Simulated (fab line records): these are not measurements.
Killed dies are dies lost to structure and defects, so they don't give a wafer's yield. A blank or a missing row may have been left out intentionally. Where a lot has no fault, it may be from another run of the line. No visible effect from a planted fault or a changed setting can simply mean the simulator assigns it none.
Which tool was responsible? / flow nand-harc / route of 1302 steps, sampled at 1 step: 7 lots, 21 wafers

## WHAT THE GAUGES READ, wafer by wafer
NHARC_A_SLIT_CD_MEAS_21.
lot=L431; measured=day 21 21:31; on=cd-sem-01; cd-nm (nm)=288.8 288.7 289.4
lot=L434; measured=day 23 01:59; on=cd-sem-03; cd-nm (nm)=289.7 291.0 290.0
lot=L435; measured=day 24 14:35; on=cd-sem-01; cd-nm (nm)=289.7 289.2 289.6
lot=L436; measured=day 24 22:44; on=cd-sem-03; cd-nm (nm)=290.3 290.1 289.6
lot=L439; measured=day 25 09:53; on=cd-sem-01; cd-nm (nm)=290.2 290.3 290.1
lot=L447; measured=day 28 10:28; on=cd-sem-01; cd-nm (nm)=289.5 290.2 289.4
lot=L448; measured=day 29 16:20; on=cd-sem-03; cd-nm (nm)=289.4 290.1 289.7

## WHICH TOOL RAN EACH LOT (tool, then ch and the chambers of the sampled wafers, then the start)
Before these readings, the record contains no process step.

## THE ANSWER, worked out from the rows above alone
Rule: the usual values come from the lots themselves. Put in order of their means at a reading, lots are off if they are a third of the lots or fewer, leave a main group of 4 or more, and stand apart from it by a gap of 3 or more times the standard deviation of the main group's means; of several such gaps the widest counts. The tables above print the reading to a certain number of digits; a main group whose means all agree to those digits is not used. Also off: a lot with no number at a reading for which 4 or more lots have one. Any other lot the step has rows for is counted as sound.
Across all readings shown, no lot is off: no conclusion can be drawn from this.

## WHAT THE SIMULATOR PUT IN
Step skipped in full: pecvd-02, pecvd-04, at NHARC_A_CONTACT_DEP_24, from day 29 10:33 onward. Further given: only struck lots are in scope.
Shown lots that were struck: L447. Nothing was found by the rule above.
